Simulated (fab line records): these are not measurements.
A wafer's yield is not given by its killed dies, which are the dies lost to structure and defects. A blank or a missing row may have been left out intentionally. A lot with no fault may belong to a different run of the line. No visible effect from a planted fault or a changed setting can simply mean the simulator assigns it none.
fab line records | flow n5-finfet
record lots=14 wafers=39 last-day=17
route steps=1938 shown BEOL_M5@1131
lots untouched by any fault: they come from a run of this same line in which no faults occurred
start-h: start of the lot's first displayed wafer, in hours after the record's first day | wait-h: how many hours have passed since the lot's step before this one | " same as the row above | L1.1+2: one row covering several wafers at once | - either no value or no given start | * or withheld: withheld | < > ~ a bound
route shown NAME@n: NAME is a module with steps in the file, n the number in the route of the first one | usual: mean and standard deviation over wafers with no fault | same: alike in all rows | chamber/n: place in a boat | sites: per-site readings | _std_site: standard deviation of those values | _edge_site: mean of outer sites minus mean of inner sites | radius-mm: for every site, how far away it sits from the centre of the wafer | mask NAME#n: copy n | behind: tool/chamber where the wafer was last shaped | hold: what put the lot on hold/how long, in hours/how the hold closed | device: whichever transistor did not switch (one of n, p or np) | end of line: the route-end tests of the same wafers | step lacking rows: just its recipe | killed: at the first sort, the dies lost to defects and structure; wafer yield is something else | map: dies across one wafer; x = killed, . = not, _ = none there
set.NAME: the setting that was run; set.NAME@STEP: the one run at that earlier step | model.NAME: the simulator's own value behind a step, which no gauge read
one table for each step of the route and one row for each wafer, over a sample of lots
services: a tool's chamber out of use, with start hour (start-h, from the record's first day; less than 0 if before it), hours out, and reason
## steps
# step N5_BEOL_M5_ETCH_61
# recipe chemistry=CF4 target=SiARC target-depth-a=156 mask-material=CAR-EUV time-s=26 ion-energy-ev=80 pressure-mtorr=40 source-w=545 bias-w=36 Ar_flow_sccm=100 cf4-flow-sccm=100 ends=cleared
# usual bias-w=36.00/0.11 drypump-motor-current-A=5.7/0.44 etch-rf-on-time-s=26.0/0.83 oes-product-au=0.65/0.072 rf-vpp-V=183.7/1.1 showerhead-plenum-p-Torr=2.11/0.068 throttle-valve-pct=15.74/0.27
# columns lot.wafer tool chamber start-h wait-h bias-w drypump-motor-current-A etch-rf-on-time-s oes-product-au rf-hours-counter-h rf-vpp-V showerhead-plenum-p-Torr throttle-valve-pct
L681.2 rie-diel-03 2 198.54 0.0 36.01 5.8 24.8 0.87 2 183.0 2.10 15.66
L681.5 " 2 " " 36.02 5.8 25.1 0.87 - 185.0 2.10 15.67
L681.6 " 1 " " 35.83 5.1 27.0 0.56 - 184.9 2.12 16.13
L682.1 rie-diel-01 0 201.28 0.0 36.00 6.4 26.1 0.63 178 183.9 2.11 15.39
L682.6 " 0 " " 36.16 6.4 25.9 0.64 - 185.0 2.11 15.41
L684.1 rie-diel-01 0 201.72 0.0 35.94 6.4 25.8 0.64 178 184.2 2.11 15.40
L684.3 " 2 " " 36.10 6.1 26.3 0.63 160 185.4 2.22 15.42
L683.1 rie-diel-03 3 206.14 0.0 35.92 5.2 27.6 0.63 155 182.9 2.06 15.81
L683.6 " 2 " " 35.93 5.9 24.8 0.87 - 183.4 2.10 15.68
L685.3 rie-diel-03 2 221.87 0.0 36.03 5.8 24.5 0.86 9 184.2 2.10 15.69
L685.4 " 3 " " 36.21 5.2 27.1 0.62 161 183.1 2.06 15.81
L685.5 " 0 " " 36.00 5.4 26.3 0.62 - 185.0 2.22 16.03
L690.1 rie-diel-01 0 241.79 0.0 36.06 6.4 26.1 0.62 192 185.8 2.11 15.42
L690.3 " 3 " " 36.05 6.1 24.6 0.62 218 183.7 2.03 16.12
L690.4 " 2 " " 36.05 6.1 26.4 0.61 176 185.8 2.21 15.47
L689.1 rie-diel-01 1 245.04 0.0 35.74 5.3 25.9 0.64 174 182.1 2.03 15.74
L689.2 " 0 " " 35.89 6.4 25.8 0.63 193 183.2 2.11 15.44
L689.3 " 3 " " 36.10 6.1 24.1 0.62 219 184.5 2.03 16.14
L693.1 rie-diel-01 1 249.95 0.0 36.08 5.3 26.1 0.63 175 183.4 2.03 15.78
L693.2 " 2 " " 35.88 6.1 26.2 0.62 179 183.9 2.21 15.47
L693.5 " 1 " " 36.15 5.3 26.1 0.63 - 180.7 2.03 15.77
L691.1 rie-diel-03 3 250.19 0.0 36.01 5.2 26.9 0.62 172 182.8 2.06 15.85
L691.3 " 0 " " 35.86 5.4 26.6 0.61 212 184.7 2.22 16.05
L691.5 " 3 " " 35.90 5.2 27.3 0.62 - 182.7 2.06 15.84
L692.3 rie-diel-02 2 270.47 0.0 35.91 5.9 27.4 0.60 168 183.9 2.14 15.74
L692.4 " 3 " " 35.93 5.3 25.5 0.69 100 184.6 2.17 15.55
L692.5 " 1 " " 35.86 5.6 26.5 0.64 - 182.6 2.04 15.87
L694.1 rie-diel-03 1 270.66 0.0 35.92 5.1 25.1 0.84 2 183.8 2.11 15.66
L694.4 " 2 " " 35.93 5.9 24.7 0.80 29 183.8 2.09 15.72
L694.6 " 3 " " 36.00 5.2 27.1 0.62 - 182.4 2.05 15.85
L699.1 rie-diel-01 2 296.65 0.0 36.09 6.1 26.4 0.61 193 182.4 2.20 15.51
L699.2 " 1 " " 35.88 5.3 25.9 0.62 190 182.6 2.03 15.80
L699.5 " 3 " " 36.17 6.1 24.4 0.61 - 181.7 2.03 16.15
L701.1 rie-diel-03 3 300.11 0.0 35.85 5.2 27.2 0.61 190 183.2 2.05 15.88
L701.2 " 2 " " 35.95 5.9 25.2 0.78 38 183.4 2.09 15.76
L701.6 " 0 " " 36.00 5.4 26.5 0.60 - 185.4 2.21 16.08
L700.1 rie-diel-01 0 315.15 0.0 35.96 6.4 26.4 0.60 217 184.1 2.10 15.48
L700.2 " 2 " " 35.89 6.1 26.7 0.60 198 184.9 2.20 15.50
L700.5 " 1 " " 36.01 5.3 26.3 0.62 - 182.9 2.03 15.78
# step N5_BEOL_M5_STRIP_64
# recipe chemistry=CF4 resist=SiARC power-w=300 bias-power-w=75 pressure-mtorr=50 cf4-flow-sccm=150 rf-frequency-hz=6e+07
# usual drypump-motor-current-A=5.7/0.44 oes-product-au=0.75/0.076 rf-vpp-V=270.8/1.4 showerhead-plenum-p-Torr=1.77/0.059 throttle-valve-pct=13.75/0.27
# columns lot.wafer tool chamber start-h wait-h drypump-motor-current-A oes-product-au rf-hours-counter-h rf-vpp-V showerhead-plenum-p-Torr throttle-valve-pct
L681.2 rie-diel-03 2 198.70 0.0 5.8 0.99 2 270.2 1.78 13.70
L681.5 " 2 " " 5.9 1.00 - 269.4 1.78 13.69
L681.6 " 1 " " 5.1 0.66 - 271.2 1.78 14.13
L682.1 rie-diel-01 0 201.43 0.0 6.4 0.74 178 271.4 1.77 13.43
L682.6 " 0 " " 6.4 0.74 - 272.8 1.77 13.43
L684.1 rie-diel-01 0 201.87 0.0 6.4 0.74 178 270.4 1.77 13.43
L684.3 " 2 " " 6.1 0.73 160 272.9 1.86 13.49
L683.1 rie-diel-03 3 206.29 0.0 5.2 0.75 155 268.3 1.73 13.80
L683.6 " 2 " " 5.8 0.97 - 271.9 1.78 13.70
L685.3 rie-diel-03 2 222.03 0.0 5.9 0.95 9 271.4 1.78 13.71
L685.4 " 3 " " 5.2 0.74 161 269.2 1.73 13.81
L685.5 " 0 " " 5.4 0.72 - 271.7 1.87 14.08
L690.1 rie-diel-01 0 241.95 0.0 6.4 0.72 192 271.2 1.77 13.47
L690.3 " 3 " " 6.1 0.70 218 268.6 1.71 14.12
L690.4 " 2 " " 6.1 0.72 176 272.5 1.86 13.51
L689.1 rie-diel-01 1 245.20 0.0 5.3 0.73 174 270.7 1.71 13.75
L689.2 " 0 " " 6.4 0.72 193 271.2 1.77 13.45
L689.3 " 3 " " 6.0 0.70 219 268.4 1.71 14.10
L693.1 rie-diel-01 1 250.10 0.0 5.3 0.73 175 268.8 1.71 13.75
L693.2 " 2 " " 6.1 0.72 179 271.8 1.86 13.52
L693.5 " 1 " " 5.3 0.73 - 270.8 1.71 13.78
L691.1 rie-diel-03 3 250.35 0.0 5.2 0.74 172 269.9 1.73 13.82
L691.3 " 0 " " 5.4 0.72 212 273.8 1.87 14.09
L691.5 " 3 " " 5.2 0.73 - 269.1 1.73 13.84
L692.3 rie-diel-02 2 270.62 0.0 5.9 0.73 168 270.6 1.78 13.71
L692.4 " 3 " " 5.3 0.79 100 271.6 1.83 13.56
L692.5 " 1 " " 5.6 0.75 - 268.5 1.70 13.80
L694.1 rie-diel-03 1 270.81 0.0 5.1 0.96 2 269.7 1.77 13.58
L694.4 " 2 " " 5.9 0.91 29 272.2 1.78 13.76
L694.6 " 3 " " 5.2 0.74 - 267.9 1.73 13.85
L699.1 rie-diel-01 2 296.80 0.0 6.1 0.71 193 272.4 1.85 13.56
L699.2 " 1 " " 5.3 0.72 191 269.0 1.70 13.79
L699.5 " 3 " " 6.0 0.69 - 268.3 1.70 14.16
L701.1 rie-diel-03 3 300.27 0.0 5.2 0.72 190 270.4 1.72 13.88
L701.2 " 2 " " 5.9 0.89 38 270.5 1.77 13.76
L701.6 " 0 " " 5.4 0.70 - 272.0 1.87 14.13
L700.1 rie-diel-01 0 315.31 0.0 6.4 0.71 217 270.2 1.76 13.50
L700.2 " 2 " " 6.1 0.71 198 271.9 1.85 13.55
L700.5 " 1 " " 5.3 0.72 - 271.1 1.70 13.82
# step N5_BEOL_M5_STRIP_19
# recipe chemistry=O2 power-w=400 temp-c=40 pressure-mtorr=30 rf-frequency-hz=6e+07 bias-power-w=0 overash-fraction=0.2 o2-flow-sccm=225
# usual drypump-motor-current-A=5.7/0.37 oes-product-au=0.77/0.081 rf-vpp-V=3.7/0.49 showerhead-plenum-p-Torr=2.08/0.07 throttle-valve-pct=16.79/0.26
# columns lot.wafer tool chamber start-h wait-h drypump-motor-current-A oes-product-au rf-hours-counter-h rf-vpp-V showerhead-plenum-p-Torr throttle-valve-pct
L681.2 rie-diel-01 3 198.85 0.1 6.1 0.72 202 3.3 2.01 17.28
L681.5 " 0 " " 6.4 0.73 - 4.0 2.10 16.61
L681.6 " 2 " " 6.1 0.74 - 3.4 2.18 16.50
L682.1 rie-diel-03 1 201.58 0.1 5.1 0.67 234 4.8 2.05 17.09
L682.6 " 2 " " 5.8 1.00 - 3.1 2.06 16.79
L684.1 rie-diel-02 1 202.02 0.1 5.6 0.76 158 3.5 2.01 16.98
L684.3 " 3 " " 5.3 0.81 89 2.5 2.14 16.61
L683.1 rie-diel-01 0 206.54 0.2 6.4 0.72 180 4.3 2.10 16.60
L683.6 " 3 " " 6.0 0.72 - 3.3 2.01 17.27
L685.3 rie-diel-03 0 222.25 0.1 5.4 0.71 202 3.9 2.19 17.12
L685.4 " 1 " " 5.1 0.66 241 4.3 2.05 17.10
L685.5 " 0 " " 5.4 0.72 - 4.3 2.19 17.11
L690.1 rie-diel-02 3 242.19 0.2 5.3 0.81 93 3.3 2.13 16.63
L690.3 " 0 " " 5.6 0.92 13 4.7 2.15 16.32
L690.4 " 2 " " 5.9 0.74 160 4.4 2.09 16.73
L689.1 rie-diel-01 2 245.42 0.2 6.2 0.72 178 4.2 2.18 16.54
L689.2 " 1 " " 5.3 0.73 174 4.9 1.97 16.75
L689.3 " 3 " " 6.0 0.70 219 4.7 2.00 17.29
L693.1 rie-diel-03 3 250.37 0.2 5.2 0.73 172 4.4 2.00 16.82
L693.2 " 0 " " 5.4 0.71 212 3.9 2.19 17.13
L693.5 " 3 " " 5.2 0.72 - 3.8 2.00 16.85
L691.1 rie-diel-02 3 250.50 0.1 5.3 0.81 95 3.9 2.13 16.64
L691.3 " 0 " " 5.6 0.90 16 3.6 2.15 16.33
L691.5 " 1 " " 5.6 0.75 - 3.9 2.01 16.99
L692.3 rie-diel-02 3 270.82 0.1 5.3 0.81 100 3.8 2.13 16.62
L692.4 " 0 " " 5.6 0.90 21 4.1 2.15 16.35
L692.5 " 2 " " 5.9 0.74 - 3.6 2.08 16.73
L694.1 rie-diel-02 3 270.96 0.1 5.3 0.80 100 4.6 2.13 16.63
L694.4 " 2 " " 5.9 0.74 168 4.4 2.08 16.73
L694.6 " 0 " " 5.6 0.90 - 4.8 2.15 16.33
L699.1 rie-diel-03 0 296.97 0.1 5.4 0.70 228 3.5 2.18 17.18
L699.2 " 2 " " 5.9 0.89 37 2.9 2.05 16.86
L699.5 " 1 " " 5.1 0.95 - 4.1 2.05 16.66
L701.1 rie-diel-01 3 300.42 0.1 6.0 0.69 237 3.5 2.00 17.32
L701.2 " 0 " " 6.4 0.70 212 3.3 2.09 16.67
L701.6 " 1 " " 5.3 0.73 - 3.3 1.97 16.78
L700.1 rie-diel-03 3 315.46 0.1 5.2 0.72 194 3.8 1.99 16.87
L700.2 " 1 " " 5.1 0.94 15 4.0 2.04 16.69
L700.5 " 0 " " 5.4 0.70 - 3.3 2.18 17.19
# step N5_BEOL_M5_DEVELOP_27
# recipe develop-time-s=30 developer=TMAH resist=CAR-EUV rinse-liquid=surfactant-rinse dry=air-spin dev-temp-c=23
# usual chill-plate-temp-C=22.98/0.1 develop-time-s=30/0
# columns lot.wafer tool chamber start-h wait-h chill-plate-temp-C develop-time-s
L681.2 litho-track-05 0 199.63 - 23.05 30
L681.5 " 0 " " 23.09 30
L681.6 " 0 " " 23.01 30
L682.1 litho-track-02 0 204.90 - 22.85 30
L682.6 " 0 " " 22.97 30
L684.1 litho-track-05 0 204.95 - 23.00 30
L684.3 " 0 " " 23.00 30
L683.1 litho-track-02 0 208.46 - 23.00 30
L683.6 " 0 " " 23.12 30
L685.3 litho-track-02 0 223.97 - 22.96 30
L685.4 " 0 " " 23.00 30
L685.5 " 0 " " 22.89 30
L690.1 litho-track-01 0 242.64 - 22.97 30
L690.3 " 0 " " 23.02 30
L690.4 " 0 " " 23.12 30
L689.1 litho-track-05 0 248.17 - 23.01 30
L689.2 " 0 " " 23.04 30
L689.3 " 0 " " 22.91 30
L693.1 litho-track-01 - 251.65 - - -
L693.2 " - " " - -
L693.5 " - " " - -
L691.1 litho-track-05 - 251.87 - - -
L691.3 " - " " - -
L691.5 " - " " - -
L694.1 litho-track-01 0 271.66 - 23.11 30
L694.4 " 0 " " 22.87 30
L694.6 " 0 " " 22.86 30
L692.3 litho-track-05 0 271.79 - 23.07 30
L692.4 " 0 " " 23.07 30
L692.5 " 0 " " 23.07 30
L699.1 litho-track-05 0 298.76 - 22.86 30
L699.2 " 0 " " 22.97 30
L699.5 " 0 " " 22.94 30
L701.1 litho-track-05 0 302.54 - 23.00 30
L701.2 " 0 " " 22.95 30
L701.6 " 0 " " 23.03 30
L700.1 litho-track-05 0 318.67 - 23.00 30
L700.2 " 0 " " 22.87 30
L700.5 " 0 " " 23.08 30
## services
# columns tool chamber start-h hours kind
rie-diel-01 1 197.73 6.1 repair
rie-diel-01 1 210.44 1.8 repair
rie-diel-02 - 212.13 28.1 pm
rie-diel-03 1 245.77 - clean
rie-diel-03 1 245.77 - consumable-replace:focus-ring
rie-diel-03 1 245.77 18.5 scheduled-down
rie-diel-03 1 245.77 18.5 vent-cycle
rie-diel-02 1 285.26 2.9 repair
rie-diel-02 2 311.15 15.1 repair
rie-diel-03 2 315.58 9.5 repair
## key
first-sign step=N5_BEOL_M5_DEVELOP_27 reading=tool-record direction=missing
effect none on later readings
met-at N5_BEOL_M5_DEVELOP_27
struck-lots L691,L693
later-rows-left-out L691.1,L691.3,L691.5,L693.1,L693.2,L693.5
sort-left-out L691.1,L691.3,L691.5,L693.1,L693.2,L693.5
not-acting-at N5_BEOL_M5_ETCH_61,N5_BEOL_M5_STRIP_64,N5_BEOL_M5_STRIP_19
onset-between 248.17 251.65
fault kind=skipped-step-whole tool=litho-track-01,litho-track-05 chamber=- onset-h=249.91 steps=N5_BEOL_M5_DEVELOP_27 scope=struck-lots-only
# sort-left-out: the simulated sort isn't trusted on such a fault, so these wafers' sort isn't shown, and their yield isn't known
# later-rows-left-out: the simulator's readings of these wafers behind a module that went badly wrong aren't trusted and aren't shown, but for the sort
